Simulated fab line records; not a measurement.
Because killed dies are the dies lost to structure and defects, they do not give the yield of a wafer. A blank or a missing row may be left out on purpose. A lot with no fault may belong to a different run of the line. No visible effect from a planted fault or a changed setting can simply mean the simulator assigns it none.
fab line records	flow n5_finfet
record: lots: 11	wafers: 33	last_day: 18
route steps=1938 shown HKMG_FIN@435 MIM_TOP@1837 MIM_TOP_ETCH@1853 MIM_BOT_LITHO@1863 PASSIVATION@1936
lots with no fault: from the same line, run without faults
start_h: start of the lot's first displayed wafer, in hours after the record's first day	wait_h: how many hours have passed since the lot's step before this one	" unchanged from the row above	L1.1+2: one row covering several wafers at once	- no value present, or no start provided	* or withheld: withheld	< > ~ a bound
route shown NAME@n: a module of which the file shows steps, and the number in the route of the first	usual: mean/standard deviation taken from wafers without a fault	same: alike in all rows	chamber/n: place in a boat	sites: the reading at each site	_std_site: their standard deviation	_edge_site: inner sites' mean taken away from outer sites' mean	radius_mm: how far each site lies from the wafer's centre	mask NAME#n: copy n	behind: the tool/chamber that last shaped the wafer	hold: the reason the lot was held/the length of the hold in hours/how it ended	device: the n, p or np transistor that did not switch	end of line: the same wafers' tests at the end of the route	a step with no rows: only its recipe	killed: dies lost to structure and defects at the first sort, not the wafer's yield	map: per-die view of a wafer (x killed, . not killed, _ where there is no die)
set.NAME: setting as actually run; set.NAME@STEP: the setting as run at that earlier step	model.NAME: the simulator's own value behind a step, which no gauge read
one table for each step of the route and one row for each wafer, over a sample of lots
services: the hour from which a tool's chamber was out of use, counted from the record's first day as start_h (under 0 if before that day), plus the number of hours and why
== steps ==
step: N5_HKMG_FIN_ETCH_32
recipe: chemistry: N2/H2	target: SOC	target_depth_a: 2400	temp_c: 40	time_s: 300	ion_energy_ev: 200	mask_material: SiARC	pressure_mtorr: 30	source_w: 840	bias_w: 150	n2_flow_sccm: 200	h2_flow_sccm: 200
usual: drypump_motor_current_A: 5.8/0.39	oes_product_au: 0.78/0.092	rf_vpp_V: 524.0/2.8	showerhead_plenum_p_Torr: 2.55/0.11	throttle_valve_pct: 17.77/0.24
lot.wafer	tool	chamber	start_h	wait_h	drypump_motor_current_A	oes_product_au	rf_hours_counter_h	rf_vpp_V	showerhead_plenum_p_Torr	throttle_valve_pct
L688.4	rie_diel-03	0	75.10	0.1	5.8	0.73	-	525.7	2.63	17.36
L688.5	"	2	"	"	5.8	0.71	-	521.5	2.41	17.54
L688.6	"	1	"	"	5.8	0.66	-	526.1	2.62	18.50
L690.3	rie_diel-05	1	87.81	0.0	5.6	0.72	172	519.5	2.43	17.74
L690.4	"	2	"	"	5.1	0.67	251	519.4	2.41	17.98
L690.5	"	3	"	"	5.7	0.73	-	523.8	2.52	17.70
L691.2	rie_diel-04	1	94.25	0.0	6.1	0.90	31	525.4	2.60	17.59
L691.3	"	3	"	"	5.7	0.72	219	525.5	2.62	17.97
L691.6	"	1	"	"	6.1	0.91	-	524.9	2.60	17.62
L692.1	rie_diel-05	3	100.52	0.0	5.7	0.72	189	523.8	2.52	17.72
L692.3	"	1	"	"	5.6	0.72	177	519.7	2.42	17.74
L692.6	"	3	"	"	5.7	0.72	-	522.6	2.52	17.73
L693.3	rie_diel-03	0	106.31	0.0	5.8	0.71	186	526.2	2.63	17.39
L693.4	"	2	"	"	5.9	0.69	-	520.5	2.40	17.58
L693.6	"	1	"	"	5.8	0.94	-	525.1	2.62	17.97
L694.1	rie_diel-05	0	112.62	0.0	6.6	0.83	81	528.1	2.69	17.90
L694.4	"	1	"	"	5.6	0.71	-	521.0	2.42	17.75
L694.5	"	0	"	"	6.6	0.83	-	526.9	2.69	17.92
L695.1	rie_diel-05	0	117.26	0.0	6.6	0.82	83	527.4	2.69	17.90
L695.3	"	1	"	"	5.6	0.72	184	519.0	2.42	17.77
L695.5	"	1	"	"	5.6	0.71	-	521.5	2.42	17.76
L696.1	rie_diel-03	2	123.25	0.0	5.9	0.69	218	519.8	2.40	17.58
L696.2	"	1	"	"	5.8	0.92	9	525.3	2.62	17.98
L696.3	"	3	"	"	5.5	1.00	0	521.6	2.48	17.61
L701.2	rie_diel-05	0	155.74	0.0	6.6	0.81	96	527.8	2.68	17.92
L701.5	"	0	"	"	6.6	0.81	-	527.6	2.68	17.93
L701.6	"	1	"	"	5.6	0.71	-	520.9	2.42	17.78
L706.2	rie_diel-03	1	183.98	0.0	5.8	0.87	31	523.7	2.61	18.03
L706.4	"	2	"	"	5.9	0.68	237	520.9	2.39	17.63
L706.6	"	3	"	"	5.5	0.91	-	522.5	2.47	17.64
L711.2	rie_diel-04	2	212.75	0.0	5.5	0.71	196	520.8	2.43	17.88
L711.4	"	3	"	"	5.7	0.96	-	525.0	2.60	17.61
L711.6	"	1	"	"	6.1	0.84	-	523.9	2.58	17.66
step: N5_MIM_TOP_DEGAS_04
recipe: ambient: vacuum	temp_c: 300	time_s: 60
usual: heater_power_w: 465/68
lot.wafer	tool	chamber	start_h	wait_h	heater_power_w
L688.4	pvd_sputter-02	-	254.22	-	593
L688.5	"	-	"	"	343
L688.6	"	-	"	"	592
L690.3	pvd_sputter-02	-	277.64	-	479
L690.4	"	-	"	"	598
L690.5	"	-	"	"	590
L691.2	pvd_sputter-02	-	282.28	-	607
L691.3	"	-	"	"	348
L691.6	"	-	"	"	606
L692.1	pvd_sputter-01	-	289.95	-	449
L692.3	"	-	"	"	487
L692.6	"	-	"	"	485
L693.3	pvd_sputter-01	-	293.14	-	458
L693.4	"	-	"	"	481
L693.6	"	-	"	"	405
L695.1	pvd_sputter-03	-	302.51	-	398
L695.3	"	-	"	"	453
L695.5	"	-	"	"	402
L694.1	pvd_sputter-01	-	308.72	-	495
L694.4	"	-	"	"	412
L694.5	"	-	"	"	455
L696.1	pvd_sputter-03	-	312.78	-	449
L696.2	"	-	"	"	439
L696.3	"	-	"	"	458
L701.2	pvd_sputter-02	-	340.01	-	583
L701.5	"	-	"	"	351
L701.6	"	-	"	"	471
L706.2	pvd_sputter-03	-	381.02	-	441
L706.4	"	-	"	"	452
L706.6	"	-	"	"	451
L711.2	pvd_sputter-01	-	429.44	-	490
L711.4	"	-	"	"	454
L711.6	"	-	"	"	489
step: N5_MIM_TOP_ETCH_PECVD_03
recipe: material: SiNx	target_thk_a: 200	temp_c: 400	precursor: SiH4/NH3/N2	pressure_torr: 1.5	rf_w: 300	time_s: 17.6
usual: heater_power_w: 731/89	showerhead_plenum_p_Torr: 5.16/0.057	throttle_valve_pct: 39.8/2.1
lot.wafer	tool	chamber	start_h	wait_h	heater_power_w	showerhead_plenum_p_Torr	throttle_valve_pct
L688.4	pecvd-03	1	255.22	-	668	5.07	42.5
L688.5	"	0	"	"	804	5.17	42.4
L688.6	"	2	"	"	759	5.14	37.5
L690.3	pecvd-04	1	278.57	-	715	5.17	40.2
L690.4	"	2	"	"	599	5.09	38.0
L690.5	"	0	"	"	778	5.26	41.5
L691.2	pecvd-03	1	283.09	-	657	5.07	42.8
L691.3	"	2	"	"	831	5.15	37.0
L691.6	"	2	"	"	829	5.14	37.5
L692.1	pecvd-01	2	290.88	-	902	5.17	39.3
L692.3	"	0	"	"	810	5.20	36.3
L692.6	"	2	"	"	908	5.16	39.3
L693.3	pecvd-01	2	293.97	-	935	5.18	39.4
L693.4	"	2	"	"	940	5.16	39.3
L693.6	"	0	"	"	692	5.20	36.1
L695.1	pecvd-04	1	303.32	-	760	5.19	40.1
L695.3	"	0	"	"	792	5.26	41.6
L695.5	"	0	"	"	783	5.26	42.1
L694.1	pecvd-04	1	309.65	-	720	5.18	40.3
L694.4	"	2	"	"	556	5.07	38.3
L694.5	"	1	"	"	721	5.17	40.3
L696.1	pecvd-01	2	313.78	-	840	5.17	39.6
L696.2	"	0	"	"	760	5.20	36.1
L696.3	"	1	"	"	660	5.20	39.9
L701.2	pecvd-04	1	340.89	-	717	5.16	40.4
L701.5	"	0	"	"	806	5.27	41.7
L701.6	"	2	"	"	565	5.08	38.4
L706.2	pecvd-03	0	381.83	-	759	5.18	42.7
L706.4	"	0	"	"	764	5.18	42.5
L706.6	"	2	"	"	716	5.15	37.7
L711.2	pecvd-04	1	430.34	-	701	5.18	40.3
L711.4	"	2	"	"	588	5.07	39.0
L711.6	"	1	"	"	696	5.17	40.1
step: N5_MIM_BOT_LITHO_OVL_MEAS_11
recipe: points_per_wafer: 44
usual: MIM_BOT_OVL: -3/5.6
lot.wafer	tool	chamber	start_h	wait_h	MIM_BOT_OVL[nm]
L688.4	overlay-01	0	255.71	0.0	-1
L688.5	"	0	"	"	-3
L688.6	"	0	"	"	3
L690.3	overlay-02	0	278.96	0.0	-6
L690.4	"	0	"	"	-11
L690.5	"	0	"	"	2
L691.2	overlay-01	0	283.60	0.0	-11
L691.3	"	0	"	"	-7
L691.6	"	0	"	"	-13
L692.1	overlay-01	0	291.27	0.0	4
L692.3	"	0	"	"	7
L692.6	"	0	"	"	-4
L693.3	overlay-01	0	294.36	0.0	-1
L693.4	"	0	"	"	-2
L693.6	"	0	"	"	2
L695.1	overlay-02	0	303.71	0.0	-6
L695.3	"	0	"	"	-6
L695.5	"	0	"	"	-11
L694.1	overlay-02	0	310.16	0.0	-5
L694.4	"	0	"	"	-11
L694.5	"	0	"	"	-7
L696.1	overlay-01	0	314.17	0.0	-11
L696.2	"	0	"	"	-8
L696.3	"	0	"	"	-12
L701.2	overlay-01	0	341.40	0.0	0
L701.5	"	0	"	"	0
L701.6	"	0	"	"	-6
L706.2	overlay-02	0	382.22	0.0	-6
L706.4	"	0	"	"	-7
L706.6	"	0	"	"	-8
L711.2	overlay-01	0	430.72	0.0	-11
L711.4	"	0	"	"	-19
L711.6	"	0	"	"	-12
step: N5_PASSIVATION_PROBE_49
usual: defect_limited_yield: 91.4/1.5	killed_at_M0_to_M3: 35/11	killed_at_M4_up: 16/7	killed_at_contacts: 11/5.3	killed_at_front_end: 37/11	killed_at_other: 3.1/2.8	killed_dies: 102/18	killed_on_rim: 13/3.7	killed_open: 69/15	killed_short: 31/7.8	sort_bin_5_function: 5.1/1.1	sort_bin_6_memory: 3.2/0.69	sort_n_pass: 1078/18	sort_yield_pct: 91.4/1.5
same: gross_dies: 1180	killed_at_back_side: 0	sort_bin_4_leakage[%]: 0	sort_bin_8_speed[%]: 0
lot.wafer	tool	chamber	start_h	wait_h	defect_limited_yield[%]	killed_at_M0_to_M3	killed_at_M4_up	killed_at_contacts	killed_at_front_end	killed_at_other	killed_dies	killed_on_rim	killed_open	killed_short	sort_bin_5_function[%]	sort_bin_6_memory[%]	sort_n_pass	sort_yield_pct[%]
L701.2	prober-02	-	350.84	0.1	89.4	46	29	13	35	2	125	16	83	42	5.9	4.4	1055	89.4
L701.5	prober-02	-	350.99	0.2	91.1	34	26	7	34	4	105	8	74	31	4.7	3.6	1075	91.1
L701.6	prober-02	-	351.04	0.3	84.3	47	14	6	118	0	185	33	68	27	9.4	4.3	995	84.3
killed by level:class
L701.2 BEOL_M4:geometric_particle:open=14 BEOL_M3:geometric_particle:open=13 MOL_CONTACT_COAG:geometric_particle:open=10 BEOL_M1:geometric_particle:open=9 GATE_CUT:geometric_particle:short=8 BEOL_M0_SAQP:geometric_particle:open=8 BEOL_M0_SAQP:geometric_particle:short=8 FIN_SAQP:geometric_particle:short=6
L701.5 BEOL_M1:geometric_particle:open=13 BEOL_M4:geometric_particle:open=12 STARTING-WAFER:geometric_particle:open=8 GATE_CUT:geometric_particle:short=7 MOL_CONTACT_COAG:geometric_particle:open=6 BEOL_M0_SAQP:geometric_particle:short=6 BEOL_M3:geometric_particle:open=6 FIN_SAQP:geometric_particle:short=4
L701.6 HKMG_FIN:unspecified=90 BEOL_M1:geometric_particle:open=16 BEOL_M2:geometric_particle:open=10 BEOL_M0_SAQP:geometric_particle:short=7 FIN_SAQP:geometric_particle:open=6 FIN_SAQP:geometric_particle:short=6 BEOL_M4:geometric_particle:open=6 MOL_CONTACT_COAG:geometric_particle:open=5
== services ==
tool	chamber	start_h	hours	kind
pvd_sputter-02	-	73.12	1.7	repair
rie_diel-05	2	91.55	11.1	repair
rie_diel-03	-	118.04	2.8	pm
pecvd-04	2	131.19	15.6	repair
pecvd-04	2	154.24	4.7	repair
rie_diel-05	0	166.50	3.8	repair
rie_diel-05	3	168.28	4.5	repair
rie_diel-03	3	197.84	8.7	repair
pecvd-04	0	208.94	1.9	repair
rie_diel-03	3	214.28	5.1	repair
pecvd-04	1	216.87	14.9	repair
pecvd-04	-	222.72	0.5	repair
rie_diel-03	3	248.74	6.3	repair
rie_diel-05	3	256.33	3.1	repair
rie_diel-03	2	262.22	1.6	repair
pecvd-04	-	270.16	2.9	repair
pecvd-04	2	282.31	4.7	repair
rie_diel-03	2	283.29	16.3	repair
pecvd-04	-	290.23	1.7	repair
rie_diel-05	2	309.40	3.4	repair
rie_diel-05	3	320.86	5.4	repair
rie_diel-05	1	376.36	4.9	repair
pecvd-04	-	406.62	0.7	repair
rie_diel-05	3	417.28	12.7	repair
== key ==
first_sign: step: N5_PASSIVATION_PROBE_49	reading: killed_at_front_end	direction: up	sigmas: 7.4	usual: 37	struck: 118
effect: step: N5_PASSIVATION_PROBE_49	reading: defect_limited_yield	direction: down	sigmas: 4.5	usual: 91.4	struck: 84.3
more_kills_born_at: N5_HKMG_FIN_ETCH_32@rie_diel-05: 90
met_at N5_HKMG_FIN_ETCH_32
struck_lots L701
struck_wafers L701.6
not_acting_at N5_MIM_TOP_DEGAS_04,N5_MIM_TOP_ETCH_PECVD_03,N5_MIM_BOT_LITHO_OVL_MEAS_11
onset_between 117.26 155.74
fault: kind: chamber_particle_source	tool: rie_diel-05	chamber: 1	onset_h: 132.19	steps: N5_HKMG_FIN_ETCH_32	rate_per_visit_cm2: 0.92412	end_h: 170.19
